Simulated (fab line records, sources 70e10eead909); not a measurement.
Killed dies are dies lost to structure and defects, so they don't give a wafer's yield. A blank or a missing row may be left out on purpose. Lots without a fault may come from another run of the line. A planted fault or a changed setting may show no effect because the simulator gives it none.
Chamber matching | flow nand_harc | NHARC_P_M1_ETCH_35 on rie_diel-13: 4 sister chambers
The step etches the open film in N2/H2, target depth 40 nm, overetch 12 nm, time 43.94 s. 4 wafers are shown with their chamber, then 7 later ones without.

WAFERS WITH THEIR CHAMBER
wafer  | chamber | drypump_motor_current_A (A)
L235.1 | 1       | 6.4
L235.2 | 0       | 5.4
L234.3 | 3       | 6.3
L234.4 | 2       | 5.4

WAFERS WITHOUT THEIR CHAMBER
wafer  | drypump_motor_current_A (A)
L234.5 | 6.4
L237.2 | 6.4
L237.3 | 6.3
L237.5 | 5.5
L247.2 | 6.3
L247.4 | 5.4
L247.6 | 5.4

WHICH CHAMBER EACH WENT THROUGH
wafer  | from the rows above     | in truth
L234.5 | 1                       | 1
L237.2 | 1                       | 1
L237.3 | 3                       | 3
L237.5 | can't be placed: 0 or 2 | 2
L247.2 | 3                       | 3
L247.4 | can't be placed: 0 or 2 | 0
L247.6 | can't be placed: 0 or 2 | 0
Placed correctly: 4 of 7. Can't be placed from these rows: 3 (the true chamber is among the candidates in 3). Placed wrongly: 0.
How it was worked out, from the rows above alone: a wafer's distance from a chamber is the root of the sum, over the readings, of the square of ((its reading less the chamber's mean) divided by the reading's scatter). The wafer belongs to the nearest chamber; if the next one is less than 2 further off, it can't be placed. A chamber's mean is the mean of its shown wafers. The scatter: with one shown wafer a chamber, the root of the mean of the squares of how far each hidden wafer lies from its nearest shown one.
